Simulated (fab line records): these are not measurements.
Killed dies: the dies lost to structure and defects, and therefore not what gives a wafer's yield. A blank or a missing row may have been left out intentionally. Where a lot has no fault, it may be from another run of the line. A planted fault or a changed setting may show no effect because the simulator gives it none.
Chamber matching ; flow n5Finfet ; N5_BEOL_M0_SAQP_PECVD_03 on pecvd-03: 3 sister chambers
The step deposits SiCN from 3MS/NH3, target thk 12 nm, time 21.1 s. 16 wafers are shown with their chamber, then 8 later ones without.

WAFERS WITH THEIR CHAMBER
wafer;chamber;showerheadPlenumPTorr (Torr);throttleValvePct (%);chamberPressureTorr (Torr)
L479.2;2;3.687;8.2;3.001
L479.5;2;3.679;8.1;3.006
L479.6;1;3.668;8.8;2.997
L483.1;0;3.663;9.2;2.998
L483.3;2;3.681;7.8;2.994
L483.5;2;3.672;7.8;3.002
L485.1;1;3.669;9.0;2.999
L485.2;0;3.654;9.0;2.988
L485.6;0;3.656;9.1;3.006
L488.2;0;3.655;8.9;2.998
L488.5;0;3.646;9.2;2.987
L488.6;2;3.676;8.0;3.006
L494.1;0;3.650;9.1;2.988
L494.2;2;3.674;7.9;2.998
L494.6;2;3.680;8.3;3.006
L496.2;1;3.670;9.4;3.003

SIGNATURES (averages over the wafers above)
reading;chamber 0;chamber 1;chamber 2;scatter within a chamber
showerheadPlenumPTorr;3.65400;3.66900;3.67843;0.00494
throttleValvePct;9.083;9.067;8.014;0.193
chamberPressureTorr;2.99417;2.99967;3.00186;0.00585
Rule: for a wafer and a chamber, the distance is found by dividing, reading by reading, the gap between the wafer's reading and the chamber's mean by the reading's scatter, squaring, summing and taking the root. The wafer belongs to the nearest chamber; if the next one is less than 2 further off, it can't be placed. How the scatter is found: for the shown wafers, subtract from each reading the mean of its chamber, square and add these, divide the total by (wafers less chambers), then take the root.

WAFERS MISSING THEIR CHAMBER
wafer;showerheadPlenumPTorr (Torr);throttleValvePct (%);chamberPressureTorr (Torr)
L496.4;3.644;9.3;2.999
L496.5;3.677;8.1;3.000
L501.1;3.661;9.1;2.999
L501.4;3.670;7.8;3.012
L501.5;3.647;9.1;3.006
L502.3;3.650;8.9;2.986
L502.4;3.643;9.0;2.995
L502.5;3.674;7.9;3.010

THE CHAMBER EACH PASSED THROUGH
wafer;from the rows above;in truth
L496.4;0;0
L496.5;2;2
L501.1;can't be placed: 1 or 0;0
L501.4;2;2
L501.5;0;0
L502.3;0;0
L502.4;0;0
L502.5;2;2
7 of 8 placed correctly. From these rows, 1 cannot be placed; in 1 the true chamber is one of the candidates. Placed wrongly: 0.
